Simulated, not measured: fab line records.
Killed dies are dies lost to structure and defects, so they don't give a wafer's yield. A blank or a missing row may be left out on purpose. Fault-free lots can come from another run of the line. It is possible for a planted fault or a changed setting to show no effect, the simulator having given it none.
Matching of chambers -- flow n5-finfet -- ald-metal-02 running N5_BEOL_M9_ALD_74: 4 sister chambers
The step deposits TaN, target thk 2 nm, pulse time 2 s, purge time 3 s. 14 wafers are shown with their chamber, then 7 later ones without.

== EACH WAFER AND ITS CHAMBER ==
wafer,chamber,heater-power-w (W),chamber-pressure-Torr (Torr)
L075.1,1,427,3.017
L075.3,0,416,2.992
L075.5,0,422,3.000
L076.2,2,471,2.984
L076.3,0,406,3.003
L076.5,2,486,2.999
L078.2,2,477,2.997
L078.4,3,425,3.000
L078.6,0,418,2.999
L087.1,1,421,2.992
L087.4,3,410,2.992
L087.5,1,416,2.991
L091.1,3,414,3.003
L091.3,2,468,3.001

SIGNATURES (means of the wafers above)
reading,chamber 0,chamber 1,chamber 2,chamber 3,scatter within a chamber
heater-power-w,415.50,421.33,475.50,416.33,7.14
chamber-pressure-Torr,2.99850,3.00000,2.99525,2.99833,0.0086
Rule: a wafer lies at a distance from a chamber equal to the root of the sum of squares, over the readings, of (its reading less the chamber's mean, divided by the reading's scatter). The wafer belongs to the nearest chamber; if the next one is less than 2 further off, it can't be placed. The scatter: the root of (the sum of the squares of (reading less its chamber's mean) over the shown wafers, divided by (wafers less chambers)).

== WAFERS WITH NO CHAMBER GIVEN ==
wafer,heater-power-w (W),chamber-pressure-Torr (Torr)
L091.5,424,3.005
L092.1,420,2.993
L092.2,436,2.995
L092.6,418,3.006
L095.1,435,2.994
L095.2,484,2.999
L095.4,416,3.007

== THE CHAMBER EACH PASSED THROUGH ==
wafer,from the rows above,in truth
L091.5,can't be placed: 1 or 3 or 0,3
L092.1,can't be placed: 3 or 1 or 0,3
L092.2,can't be placed: 1 or 3 or 0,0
L092.6,can't be placed: 1 or 3 or 0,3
L095.1,can't be placed: 1 or 3 or 0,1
L095.2,2,2
L095.4,can't be placed: 0 or 3 or 1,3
1 of 7 placed correctly. Not placeable from these rows: 6 (in 6, the candidates include the true chamber). Wrongly placed: 0.
